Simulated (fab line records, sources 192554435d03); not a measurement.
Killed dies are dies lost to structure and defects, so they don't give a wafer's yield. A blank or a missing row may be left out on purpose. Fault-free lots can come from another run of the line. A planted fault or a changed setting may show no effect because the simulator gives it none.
Matching of chambers || flow n5_finfet || rie_diel-02 running N5_BEOL_M10_STRIP_19: 4 sister chambers
The step strips in O2. 22 wafers are shown with their chamber, then 11 later ones without.

WAFERS WITH THEIR CHAMBER
{"wafer": "L074.1", "chamber": 0, "drypump_motor_current_A (A)": 6.2, "throttle_valve_pct (%)": 16.61, "oes_product_au (a.u.)": 0.89}
{"wafer": "L074.2", "chamber": 2, "drypump_motor_current_A (A)": 6.2, "throttle_valve_pct (%)": 16.16, "oes_product_au (a.u.)": 0.85}
{"wafer": "L074.3", "chamber": 1, "drypump_motor_current_A (A)": 5.4, "throttle_valve_pct (%)": 16.28, "oes_product_au (a.u.)": 0.80}
{"wafer": "L074.4", "chamber": 3, "drypump_motor_current_A (A)": 6.1, "throttle_valve_pct (%)": 16.83, "oes_product_au (a.u.)": 0.71}
{"wafer": "L074.5", "chamber": 3, "drypump_motor_current_A (A)": 6.0, "throttle_valve_pct (%)": 16.85, "oes_product_au (a.u.)": 0.72}
{"wafer": "L074.6", "chamber": 2, "drypump_motor_current_A (A)": 6.2, "throttle_valve_pct (%)": 16.20, "oes_product_au (a.u.)": 0.85}
{"wafer": "L079.1", "chamber": 0, "drypump_motor_current_A (A)": 6.2, "throttle_valve_pct (%)": 16.63, "oes_product_au (a.u.)": 0.88}
{"wafer": "L079.2", "chamber": 3, "drypump_motor_current_A (A)": 6.1, "throttle_valve_pct (%)": 16.88, "oes_product_au (a.u.)": 0.72}
{"wafer": "L079.3", "chamber": 2, "drypump_motor_current_A (A)": 6.2, "throttle_valve_pct (%)": 16.16, "oes_product_au (a.u.)": 0.83}
{"wafer": "L079.4", "chamber": 1, "drypump_motor_current_A (A)": 5.3, "throttle_valve_pct (%)": 16.29, "oes_product_au (a.u.)": 0.79}
{"wafer": "L079.5", "chamber": 3, "drypump_motor_current_A (A)": 6.1, "throttle_valve_pct (%)": 16.88, "oes_product_au (a.u.)": 0.71}
{"wafer": "L079.6", "chamber": 2, "drypump_motor_current_A (A)": 6.2, "throttle_valve_pct (%)": 16.17, "oes_product_au (a.u.)": 0.84}
{"wafer": "L080.2", "chamber": 3, "drypump_motor_current_A (A)": 6.1, "throttle_valve_pct (%)": 16.87, "oes_product_au (a.u.)": 0.71}
{"wafer": "L080.3", "chamber": 0, "drypump_motor_current_A (A)": 6.2, "throttle_valve_pct (%)": 16.65, "oes_product_au (a.u.)": 0.88}
{"wafer": "L080.4", "chamber": 1, "drypump_motor_current_A (A)": 5.4, "throttle_valve_pct (%)": 16.29, "oes_product_au (a.u.)": 0.79}
{"wafer": "L082.1", "chamber": 1, "drypump_motor_current_A (A)": 5.4, "throttle_valve_pct (%)": 16.30, "oes_product_au (a.u.)": 0.78}
{"wafer": "L082.3", "chamber": 3, "drypump_motor_current_A (A)": 6.1, "throttle_valve_pct (%)": 16.90, "oes_product_au (a.u.)": 0.70}
{"wafer": "L082.4", "chamber": 2, "drypump_motor_current_A (A)": 6.2, "throttle_valve_pct (%)": 16.21, "oes_product_au (a.u.)": 0.83}
{"wafer": "L088.1", "chamber": 2, "drypump_motor_current_A (A)": 6.2, "throttle_valve_pct (%)": 16.22, "oes_product_au (a.u.)": 0.81}
{"wafer": "L088.2", "chamber": 0, "drypump_motor_current_A (A)": 6.2, "throttle_valve_pct (%)": 16.68, "oes_product_au (a.u.)": 0.84}
{"wafer": "L088.3", "chamber": 3, "drypump_motor_current_A (A)": 6.1, "throttle_valve_pct (%)": 16.92, "oes_product_au (a.u.)": 0.69}
{"wafer": "L088.4", "chamber": 1, "drypump_motor_current_A (A)": 5.4, "throttle_valve_pct (%)": 16.34, "oes_product_au (a.u.)": 0.76}

SIGNATURES (averages over the wafers above)
{"reading": "drypump_motor_current_A", "chamber 0": 6.200, "chamber 1": 5.380, "chamber 2": 6.200, "chamber 3": 6.086, "scatter within a chamber": 0.0303}
{"reading": "throttle_valve_pct", "chamber 0": 16.6425, "chamber 1": 16.3000, "chamber 2": 16.1867, "chamber 3": 16.8757, "scatter within a chamber": 0.0277}
{"reading": "oes_product_au", "chamber 0": 0.8725, "chamber 1": 0.7840, "chamber 2": 0.8350, "chamber 3": 0.7086, "scatter within a chamber": 0.0153}
Rule: a wafer's distance from a chamber is the root of the sum, over the readings, of the square of ((its reading less the chamber's mean) divided by the reading's scatter). If the next closest chamber is less than 2 further off than the closest, the wafer can't be placed; otherwise it belongs to the closest. The scatter is the square root of a quotient: the sum, over the shown wafers, of each reading's squared deviation from its chamber's mean, divided by wafers minus chambers.

WAFERS WITH NO CHAMBER GIVEN
{"wafer": "L088.5", "drypump_motor_current_A (A)": 6.1, "throttle_valve_pct (%)": 16.91, "oes_product_au (a.u.)": 0.70}
{"wafer": "L088.6", "drypump_motor_current_A (A)": 6.2, "throttle_valve_pct (%)": 16.67, "oes_product_au (a.u.)": 0.85}
{"wafer": "L087.3", "drypump_motor_current_A (A)": 5.4, "throttle_valve_pct (%)": 16.34, "oes_product_au (a.u.)": 0.77}
{"wafer": "L087.4", "drypump_motor_current_A (A)": 6.1, "throttle_valve_pct (%)": 16.94, "oes_product_au (a.u.)": 0.68}
{"wafer": "L087.5", "drypump_motor_current_A (A)": 6.1, "throttle_valve_pct (%)": 16.25, "oes_product_au (a.u.)": 0.80}
{"wafer": "L089.2", "drypump_motor_current_A (A)": 6.2, "throttle_valve_pct (%)": 16.27, "oes_product_au (a.u.)": 0.79}
{"wafer": "L089.5", "drypump_motor_current_A (A)": 6.2, "throttle_valve_pct (%)": 16.67, "oes_product_au (a.u.)": 0.83}
{"wafer": "L089.6", "drypump_motor_current_A (A)": 6.1, "throttle_valve_pct (%)": 16.94, "oes_product_au (a.u.)": 0.68}
{"wafer": "L091.1", "drypump_motor_current_A (A)": 6.2, "throttle_valve_pct (%)": 16.69, "oes_product_au (a.u.)": 0.83}
{"wafer": "L091.3", "drypump_motor_current_A (A)": 6.2, "throttle_valve_pct (%)": 16.24, "oes_product_au (a.u.)": 0.78}
{"wafer": "L091.6", "drypump_motor_current_A (A)": 6.1, "throttle_valve_pct (%)": 16.94, "oes_product_au (a.u.)": 0.68}

THE CHAMBER EACH PASSED THROUGH
{"wafer": "L088.5", "from the rows above": 3, "in truth": 3}
{"wafer": "L088.6", "from the rows above": 0, "in truth": 0}
{"wafer": "L087.3", "from the rows above": 1, "in truth": 1}
{"wafer": "L087.4", "from the rows above": 3, "in truth": 3}
{"wafer": "L087.5", "from the rows above": 2, "in truth": 2}
{"wafer": "L089.2", "from the rows above": 2, "in truth": 2}
{"wafer": "L089.5", "from the rows above": 0, "in truth": 0}
{"wafer": "L089.6", "from the rows above": 3, "in truth": 3}
{"wafer": "L091.1", "from the rows above": 0, "in truth": 0}
{"wafer": "L091.3", "from the rows above": 2, "in truth": 2}
{"wafer": "L091.6", "from the rows above": 3, "in truth": 3}
11 of 11 placed correctly. Left unplaced by these rows: 0. Number placed wrongly: 0.
